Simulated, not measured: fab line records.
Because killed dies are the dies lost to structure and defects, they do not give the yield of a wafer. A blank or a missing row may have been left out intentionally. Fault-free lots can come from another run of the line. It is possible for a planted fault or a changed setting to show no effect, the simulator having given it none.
fab line records | flow n5Finfet
record: lots: 4 | wafers: 12 | lastDay: 17
route steps=1938 shown BEOL_M3@947 BEOL_M4@1111
lots that met no fault: from a run of the same line without faults
startH: hours from the record's opening day to when the first of the lot's shown wafers began | waitH: hours since the lot's step before | " the same as in the row above | L1.1+2: a row that stands for several wafers | - no value, or no start was given | * or withheld: withheld | < > ~ a bound
route shown NAME@n: NAME is a module with steps in the file, n the number in the route of the first one | usual: mean/standard deviation taken from wafers without a fault | same: alike in all rows | chamber/n: place in a boat | sites: per-site readings | _std_site: standard deviation of those values | _edge_site: the outer-site mean with the inner-site mean subtracted | radiusMm: how far each site lies from the wafer's centre | mask NAME#n: copy n | behind: tool/chamber where the wafer was last shaped | hold: why the lot went on hold/how many hours it stayed there/how the hold came to an end | device: the n, p or np transistor that did not switch | end of line: tests of these same wafers at the route's end | step lacking rows: just its recipe | killed: at the first sort, the dies lost to defects and structure; wafer yield is something else | map: per-die view of a wafer (x killed, . not killed, _ where there is no die)
set.NAME: setting as actually run; set.NAME@STEP: the setting as run at that earlier step | model.NAME: the simulator's own value behind a step, which no gauge read
lots at some steps of the route; a table a step, a row a wafer
services: when a tool's chamber went out of use (startH, in hours from the record's first day, below 0 if earlier), for how many hours, and the reason
== steps ==
step: N5_BEOL_M3_DESCUM_16
recipe: chemistry: O2 | timeS: 7 | sourcePowerW: 50 | biasPowerW: 20 | pressureMtorr: 20 | rfFrequencyHz: 2.712e+07 | tempC: 40 | resist: CAR-EUV | o2FlowSccm: 225
step: N5_BEOL_M3_ETCH_74
recipe: chemistry: N2/H2 | target: underlayer | targetDepthA: 65 | maskMaterial: CAR-EUV | timeS: 5.2 | ionEnergyEv: 200 | pressureMtorr: 30 | sourceW: 840 | biasW: 150 | n2FlowSccm: 200 | h2FlowSccm: 200 | ends: cleared
step: N5_BEOL_M3_ETCH_63
recipe: chemistry: CF4 | target: SiARC | targetDepthA: 156 | maskMaterial: CAR-EUV | timeS: 26 | ionEnergyEv: 80 | pressureMtorr: 40 | sourceW: 545 | biasW: 36 | Ar_flow_sccm: 100 | cf4FlowSccm: 100 | ends: cleared
step: N5_BEOL_M3_ETCH_64
recipe: chemistry: N2/H2 | target: SOC | targetDepthA: 750 | overetchA: 150 | maskMaterial: SiARC | tempC: 40 | timeS: 112.5 | ionEnergyEv: 200 | pressureMtorr: 30 | sourceW: 840 | biasW: 150 | n2FlowSccm: 200 | h2FlowSccm: 200
step: N5_BEOL_M3_STRIP_65
recipe: chemistry: N2/H2 | tempC: 40 | n2FlowSccm: 200 | h2FlowSccm: 200 | rfFrequencyHz: 6e+07
step: N5_BEOL_M3_STRIP_75
recipe: chemistry: N2/H2 | tempC: 40 | n2FlowSccm: 200 | h2FlowSccm: 200 | rfFrequencyHz: 6e+07
step: N5_BEOL_M3_STRIP_66
recipe: chemistry: CF4 | resist: SiARC | powerW: 300 | biasPowerW: 75 | pressureMtorr: 50 | cf4FlowSccm: 150 | rfFrequencyHz: 6e+07
step: N5_BEOL_M3_HM_OPEN_17
recipe: chemistry: Cl2/BCl3 | targetDepthA: 200 | overetchA: 60 | target: TiN | maskMaterial: SOC | ionEnergyEv: 150 | pressureMtorr: 10 | icpW: 1000 | biasW: 126 | Cl2_flow_sccm: 53.25 | bcl3FlowSccm: 21.75 | Ar_flow_sccm: 25
step: N5_BEOL_M3_STRIP_19
recipe: chemistry: O2 | powerW: 400 | tempC: 40 | pressureMtorr: 30 | rfFrequencyHz: 6e+07 | biasPowerW: 0 | overashFraction: 0.2 | o2FlowSccm: 225
step: N5_BEOL_M3_COAT_67
recipe: resist: SOC | tempC: 250 | timeS: 60 | spinRpm: 1500 | resistThkNm: 60
usual: spinSpeedRpm: 1500.1/1.2
lot.wafer | tool          | chamber | startH | waitH | spinSpeedRpm | model.SOC_of_BEOL_M3_COAT_67.thkNm
L749.2    | lithoTrack-04 | 0       | 172.20 | 0.0   | 1499.3       | 60.4
L749.4    | "             | 0       | "      | "     | 1498.8       | 60.4
L749.6    | "             | 0       | "      | "     | 1499.5       | 60.2
L751.1    | lithoTrack-04 | 0       | 194.23 | 0.0   | 1289.5       | 64.8
L751.5    | "             | 0       | "      | "     | 1290.0       | 65
L751.6    | "             | 0       | "      | "     | 1286.6       | 65
L752.1    | lithoTrack-04 | 0       | 194.49 | 0.0   | 1288.2       | 65
L752.2    | "             | 0       | "      | "     | 1289.9       | 65
L752.5    | "             | 0       | "      | "     | 1288.8       | 65
L767.1    | lithoTrack-02 | 0       | 293.91 | 0.0   | 1497.9       | 59.8
L767.3    | "             | 0       | "      | "     | 1500.8       | 60
L767.6    | "             | 0       | "      | "     | 1499.1       | 59.8
step: N5_BEOL_M3_COAT_68
recipe: resist: SiARC | tempC: 220 | timeS: 60 | spinRpm: 1500 | resistThkNm: 12
step: N5_BEOL_M3_COAT_76
recipe: resist: underlayer | tempC: 205 | timeS: 60 | spinRpm: 1500 | resistThkNm: 5
step: N5_BEOL_M3_COAT_22
recipe: resist: CAR-EUV | spinRpm: 1500 | resistThkNm: 30
step: N5_BEOL_M3_EBR_24
recipe: solvent: PGMEA | ebrWidthMm: 1.5
step: N5_BEOL_M3_SOFTBAKE_23
recipe: tempC: 110 | timeS: 60 | resist: CAR-EUV
step: N5_BEOL_M3_EXPOSE_25
recipe: maskId: V2 | na: 0.33 | sourceShape: quasar | sigmaInner: 0.2 | sigmaOuter: 0.8 | polarization: unpolarized | defocusNm: 5 | doseMj: 63
step: N5_BEOL_M3_PEB_26
recipe: pebTempC: 100 | pebTimeS: 60 | resist: CAR-EUV
step: N5_BEOL_M3_DEVELOP_27
recipe: developTimeS: 30 | developer: TMAH | resist: CAR-EUV | rinseLiquid: surfactantRinse | dry: airSpin | devTempC: 23
step: N5_BEOL_M3_DESCUM_33
recipe: chemistry: O2 | timeS: 7 | sourcePowerW: 50 | biasPowerW: 20 | pressureMtorr: 20 | rfFrequencyHz: 2.712e+07 | tempC: 40 | resist: CAR-EUV | o2FlowSccm: 225
step: N5_BEOL_M3_ETCH_77
recipe: chemistry: N2/H2 | target: underlayer | targetDepthA: 65 | maskMaterial: CAR-EUV | timeS: 5.2 | ionEnergyEv: 200 | pressureMtorr: 30 | sourceW: 840 | biasW: 150 | n2FlowSccm: 200 | h2FlowSccm: 200 | ends: cleared
step: N5_BEOL_M3_ETCH_69
recipe: chemistry: CF4 | target: SiARC | targetDepthA: 156 | maskMaterial: CAR-EUV | timeS: 26 | ionEnergyEv: 80 | pressureMtorr: 40 | sourceW: 545 | biasW: 36 | Ar_flow_sccm: 100 | cf4FlowSccm: 100 | ends: cleared
step: N5_BEOL_M3_ALD_98
recipe: material: SiO2 | targetThkA: 25 | tempC: 100 | aldPrecursorFamily: BDEAS | aldCoReactant: O2-plasma | pulseTimeS: 1 | coReactantPulseTimeS: 1 | purgeTimeS: 2 | coReactantPurgeTimeS: 2 | aldCycles: 17 | pressureTorr: 2
step: N5_BEOL_M3_ETCHBACK_99
recipe: chemistry: CHF3 | target: SiO2 | targetDepthA: 50 | timeS: 10.4 | sourceW: 215 | biasW: 47 | Ar_flow_sccm: 200 | CHF3_flow_sccm: 12 | ionEnergyEv: 100 | pressureMtorr: 30
step: N5_BEOL_M3_ETCH_70
recipe: chemistry: N2/H2 | target: SOC | targetDepthA: 800 | overetchA: 160 | maskMaterial: SiARC | tempC: 40 | timeS: 120 | ionEnergyEv: 200 | pressureMtorr: 30 | sourceW: 840 | biasW: 150 | n2FlowSccm: 200 | h2FlowSccm: 200
usual: drypumpMotorCurrentA: 5.7/0.4 | oesProductAu: 0.61/0.062 | rfFwdPowerW: 835.2/2.8 | rfVppV: 523.7/2.6 | showerheadPlenumPTorr: 2.53/0.091 | throttleValvePct: 17.78/0.3
lot.wafer | tool       | chamber | startH | waitH | drypumpMotorCurrentA | oesProductAu | rfFwdPowerW | rfHoursCounterH | rfVppV | showerheadPlenumPTorr | throttleValvePct | model.etch.depthNm
L749.2    | rieDiel-03 | 1       | 181.46 | 0.0   | 4.9                  | 0.74         | 835.8       | 4               | 526.7  | 2.63                  | 17.89            | 60.32
L749.4    | "          | 2       | "      | "     | 6.0                  | 0.55         | 836.5       | 216             | 519.8  | 2.41                  | 17.85            | 60.34
L749.6    | "          | 2       | "      | "     | 6.0                  | 0.55         | 839.4       | -               | 521.2  | 2.41                  | 17.84            | 60.27
L751.1    | rieDiel-03 | 1       | 203.75 | 0.0   | 4.9                  | 0.74         | 834.3       | 11              | 526.3  | 2.62                  | 17.90            | 64.78
L751.5    | "          | 2       | "      | "     | 6.0                  | 0.56         | 836.7       | -               | 521.2  | 2.41                  | 17.84            | 64.91
L751.6    | "          | 1       | "      | "     | 4.9                  | 0.75         | 837.5       | -               | 526.2  | 2.62                  | 17.91            | 64.95
L752.1    | rieDiel-05 | 1       | 203.93 | 0.0   | 5.5                  | 0.59         | 834.4       | 174             | 521.8  | 2.41                  | 17.48            | 64.96
L752.2    | "          | 3       | "      | "     | 5.4                  | 0.64         | 836.7       | 85              | 525.3  | 2.55                  | 17.84            | 65.02
L752.5    | "          | 2       | "      | "     | 5.8                  | 0.60         | 832.7       | -               | 523.3  | 2.54                  | 18.04            | 65.02
L767.1    | rieDiel-05 | 1       | 295.09 | 0.0   | 5.5                  | 0.55         | 841.1       | 196             | 520.4  | 2.40                  | 17.52            | 59.87
L767.3    | "          | 0       | "      | "     | 6.1                  | 0.67         | 836.0       | 61              | 523.9  | 2.49                  | 17.49            | 59.93
L767.6    | "          | 1       | "      | "     | 5.5                  | 0.55         | 835.5       | -               | 519.5  | 2.40                  | 17.52            | 59.86
step: N5_BEOL_M3_STRIP_71
recipe: chemistry: N2/H2 | tempC: 40 | n2FlowSccm: 200 | h2FlowSccm: 200 | rfFrequencyHz: 6e+07
step: N5_BEOL_M3_STRIP_78
recipe: chemistry: N2/H2 | tempC: 40 | n2FlowSccm: 200 | h2FlowSccm: 200 | rfFrequencyHz: 6e+07
step: N5_BEOL_M3_VIA_ETCH_34
recipe: chemistry: C4F6/O2 | targetDepthA: 694 | maskMaterial: SOC | pressureMtorr: 15 | ionEnergyEv: 250 | taperDeg: 4 | timeS: 65.9 | sourceW: 350 | biasW: 170 | Ar_flow_sccm: 300 | C4F6_flow_sccm: 10 | O2_flow_sccm: 10
usual: drypumpMotorCurrentA: 5.7/0.4 | oesProductAu: 0.80/0.088 | rfFwdPowerW: 346.7/1.3 | rfVppV: 668/13 | showerheadPlenumPTorr: 2.84/0.1 | throttleValvePct: 30.74/0.3
lot.wafer | tool       | chamber | startH | waitH | drypumpMotorCurrentA | oesProductAu | rfFwdPowerW | rfHoursCounterH | rfVppV | showerheadPlenumPTorr | throttleValvePct | model.SOC_of_BEOL_M3_COAT_67.thkNm
L749.2    | rieDiel-03 | 1       | 181.56 | 0.0   | 4.9                  | 0.97         | 346.6       | 4               | 662    | 2.91                  | 30.81            | 52
L749.4    | "          | 2       | "      | "     | 6.0                  | 0.71         | 346.7       | 216             | 679    | 2.71                  | 30.70            | 52.4
L749.6    | "          | 2       | "      | "     | 6.0                  | 0.70         | 347.0       | -               | 679    | 2.71                  | 30.68            | 52.2
L751.1    | rieDiel-03 | 1       | 203.85 | 0.0   | 4.9                  | 0.95         | 346.2       | 11              | 661    | 2.91                  | 30.82            | 56.4
L751.5    | "          | 2       | "      | "     | 6.0                  | 0.70         | 347.3       | -               | 679    | 2.71                  | 30.72            | 56.8
L751.6    | "          | 1       | "      | "     | 4.9                  | 0.96         | 347.2       | -               | 662    | 2.91                  | 30.82            | 56.6
L752.1    | rieDiel-05 | 1       | 204.03 | 0.0   | 5.5                  | 0.74         | 347.3       | 174             | 682    | 2.69                  | 30.05            | 56.6
L752.2    | "          | 3       | "      | "     | 5.5                  | 0.81         | 344.9       | 85              | 642    | 2.87                  | 30.95            | 56.8
L752.5    | "          | 2       | "      | "     | 5.8                  | 0.74         | 345.3       | -               | 668    | 2.85                  | 30.98            | 56.8
L767.1    | rieDiel-05 | 1       | 295.19 | 0.0   | 5.5                  | 0.72         | 345.1       | 196             | 683    | 2.68                  | 30.06            | 51.6
L767.3    | "          | 0       | "      | "     | 6.1                  | 0.88         | 348.6       | 61              | 664    | 2.78                  | 30.57            | 51.8
L767.6    | "          | 1       | "      | "     | 5.5                  | 0.72         | 344.8       | -               | 681    | 2.68                  | 30.09            | 51.6
step: N5_BEOL_M3_STRIP_83
recipe: chemistry: C4F6/O2 | resist: SiARC | rfFrequencyHz: 6e+07
step: N5_BEOL_M4_RC_MEAS_101
usual: DIBL_N: 36.9/1.7 | DIBL_P: 37.3/2.3 | IOFF_N: 0.16/0.033 | IOFF_P: 0.22/0.04 | ION_N: 673/12 | ION_P: 463/8 | SS_N: 71.6/0.58 | SS_P: 73.4/0.74 | VT_N: 250/3.2 | VT_P: -250/3.4
lot.wafer | tool      | chamber | startH | waitH | DIBL_N[mV/V] | DIBL_P[mV/V] | IOFF_N[nA/um] | IOFF_P[nA/um] | ION_N[uA/um] | ION_P[uA/um] | SS_N[mV/dec] | SS_P[mV/dec] | VT_N[mV] | VT_P[mV]
L749.2    | prober-01 | 0       | 199.22 | 0.2   | 36.1         | 34.8         | 0.16          | 0.18          | 673          | 453          | 71.5         | 72.3         | 251      | -256
L749.4    | "         | 0       | "      | "     | 35.4         | 34.3         | 0.14          | 0.18          | 664          | 453          | 71.2         | 73.9         | 253      | -256
L749.6    | "         | 0       | "      | "     | 34.9         | 33.6         | 0.15          | 0.17          | 675          | 452          | 70.8         | 72.5         | 249      | -254
L752.1    | prober-02 | 0       | 216.99 | 0.0   | 35.8         | 36.0         | 0.14          | 0.18          | 670          | 462          | 71.4         | 72.7         | 255      | -253
L752.2    | "         | 0       | "      | "     | 40.1         | 41.3         | 0.21          | 0.28          | 676          | 468          | 72.9         | 74.5         | 250      | -248
L752.5    | "         | 0       | "      | "     | 37.4         | 37.6         | 0.15          | 0.21          | 663          | 460          | 71.5         | 72.8         | 254      | -251
L751.1    | prober-01 | 0       | 218.19 | 0.0   | 37.3         | 37.4         | 0.16          | 0.23          | 674          | 470          | 71.6         | 73.7         | 250      | -249
L751.5    | "         | 0       | "      | "     | 38.1         | 37.7         | 0.16          | 0.22          | 680          | 471          | 71.7         | 74.2         | 250      | -248
L751.6    | "         | 0       | "      | "     | 36.9         | 36.4         | 0.15          | 0.22          | 655          | 463          | 71.4         | 73.1         | 251      | -248
L767.1    | prober-02 | 0       | 310.92 | 0.0   | 36.1         | 35.6         | 0.12          | 0.18          | 661          | 457          | 71.6         | 72.2         | 255      | -253
L767.3    | "         | 0       | "      | "     | 37.0         | 37.3         | 0.14          | 0.21          | 683          | 468          | 70.8         | 72.8         | 251      | -250
L767.6    | "         | 0       | "      | "     | 35.4         | 35.4         | 0.12          | 0.18          | 666          | 467          | 71.0         | 72.0         | 256      | -251
== services ==
tool       | chamber | startH | hours | kind
rieDiel-03 | 2       | 161.67 | 4.7   | repair
rieDiel-05 | -       | 243.98 | 0.4   | repair
rieDiel-05 | 1       | 248.26 | 8.4   | repair
rieDiel-05 | -       | 265.91 | 4.3   | pm
rieDiel-05 | -       | 283.06 | 1.3   | repair
rieDiel-03 | 2       | 284.87 | -     | clean
rieDiel-03 | 2       | 284.87 | -     | consumableReplace:focusRing
rieDiel-03 | 2       | 284.87 | -     | consumableReplace:showerhead
rieDiel-03 | 2       | 284.87 | 22.5  | scheduledDown
rieDiel-03 | 2       | 284.87 | 22.5  | ventCycle
== key ==
firstSign: step: N5_BEOL_M3_COAT_67 | reading: spinSpeedRpm | direction: down | sigmas: 99+ | usual: * | struck: *
effect none on later readings
modelEffect: step: N5_BEOL_M3_COAT_67 | value: SOC_of_BEOL_M3_COAT_67.thkNm | without: 60.17 | struck: 64.97
modelEffect: step: N5_BEOL_M3_ETCH_70 | value: etch.depthNm | without: 60.19 | struck: 64.94
modelEffect: step: N5_BEOL_M3_VIA_ETCH_34 | value: SOC_of_BEOL_M3_COAT_67.thkNm | without: 51.93 | struck: 56.67
metAt N5_BEOL_M3_COAT_67
struckWafers L751.1,L751.5,L751.6,L752.1,L752.2,L752.5
onsetBetween 172.20 194.23
fault: kind: processParameterDrift | tool: lithoTrack-04 | chamber: - | onsetH: 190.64 | steps: N5_BEOL_M3_COAT_67 | channel: spinRpm | offset: * | shape: step | endH: 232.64 | actsIn: * | stated: *
